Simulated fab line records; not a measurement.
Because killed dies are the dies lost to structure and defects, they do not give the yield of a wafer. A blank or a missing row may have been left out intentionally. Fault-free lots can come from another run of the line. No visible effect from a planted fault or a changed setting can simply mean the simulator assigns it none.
Comparing a struck lot with a sound one -- flow n5 finfet -- 16 steps out of a route of 1938
Sound: these wafers, L933.1, L933.2, L933.4. The struck wafers were L924.3, L924.5, L924.6. Last of all comes the cause.
Order at every step that has rows: each side's tool, ch and its chambers, its first start. Under that, the readings that differ: sound wafers -- struck wafers -- difference of the means -- sigmas: that difference in standard deviations of wafers without a fault.
alike: readings with means less than 2 such deviations apart, plus words and numbers identical on both sides. not compared: withheld readings, readings lacking a value on some wafer, bounds such as >300 that could conceal the same value, and numbers that have no deviation in the record and whose values overlap.
A row with sigmas, a row that says differs or no value, or rows on one side alone: a step with any of these is where the two part. Non-overlapping numbers with no deviation appear without sigmas and do not part them. A reading that every wafer of one side lacks parts them only if that side has two wafers or more.

first, 10 steps without rows for these wafers: N5_BEOL_M4_DESCUM_33 (chemistry O2, time 7 s); N5_BEOL_M4_ETCH_77 (etches underlayer in N2/H2, target depth 6.5 nm, time 5.2 s); N5_BEOL_M4_ETCH_69 (etches SiARC in CF4, target depth 15.6 nm, time 26 s); N5_BEOL_M4_ALD_98 (deposits SiO2, target thk 2.5 nm, pulse time 1 s, co reactant pulse time 1 s); N5_BEOL_M4_ETCHBACK_99 (etches SiO2 in CHF3, target depth 5 nm, time 10.4 s); N5_BEOL_M4_ETCH_70 (etches SOC in N2/H2, target depth 80 nm, overetch 24 nm, time 130 s); N5_BEOL_M4_STRIP_71 (strips in N2/H2); N5_BEOL_M4_STRIP_78 (strips in N2/H2); N5_BEOL_M4_VIA_ETCH_34 (etches the open film in C4F6/O2, target depth 69.4 nm, time 65.9 s); N5_BEOL_M4_STRIP_83 (strips in C4F6/O2).
N5_BEOL_M4_STRIP_36: strips in N2/H2.
  sound on rie diel-04 ch 0,2,3, day 13 17:38; struck on rie diel-02 ch 0,2,3, day 11 18:04
  no value came back on the struck wafers for any of 8 readings (bias power w (W), chamber pressure mTorr (mTorr) and others); on the sound wafers bias power w (W) reads 6.971 6.993 7.001
reading,sound,struck,difference,sigmas
model.SOC_of_BEOL_M4_COAT_67.thk nm (nm),0 0 0,52 52 52.2,+52,
then, 1 step without rows for these wafers: N5_BEOL_M4_TRENCH_ETCH_37 (etches SiOC in C4F6/O2, target depth 55.555 nm, time 29.2 s).
N5_BEOL_M4_ETCH_41: etches SiCN in CH3F/O2, target depth 29.9 nm, time 52.5 s.
  sound on rie diel-04 ch 0,2,3; struck on rie diel-02 ch 0,2,3, day 11 18:08
reading,sound,struck,difference,sigmas
model.SOC_of_BEOL_M4_COAT_67.thk nm (nm),0 0 0,35.4 35.6 36,+35.7,
  alike: drypump motor current A, oes product au, rf vpp V, showerhead plenum p Torr, throttle valve pct
  not compared: rf hours counter h
then, 1 step without rows for these wafers: N5_BEOL_M4_STRIP_97 (strips in N2/H2, time 10 s).
N5_BEOL_M4_RC_MEAS_101:
  the record has rows for the sound wafers here (prober-02 ch 0, day 13 22:07) and none for the struck ones
-- the record jumps here: 5 days lie between the struck wafers' starts before and after (it left off in module BEOL_M4 and takes up again in module PASSIVATION, whose first step shown is number 1936 of the route) --
N5_PASSIVATION_PROBE_49:
  rows exist in the record for the struck wafers here (prober-01, day 16 08:11), but not for the sound ones

== WHERE THEY PART ==
Last at N5_PASSIVATION_PROBE_49 as far as this record goes, first at N5_BEOL_M4_STRIP_36.

WHY: what the simulator had put in
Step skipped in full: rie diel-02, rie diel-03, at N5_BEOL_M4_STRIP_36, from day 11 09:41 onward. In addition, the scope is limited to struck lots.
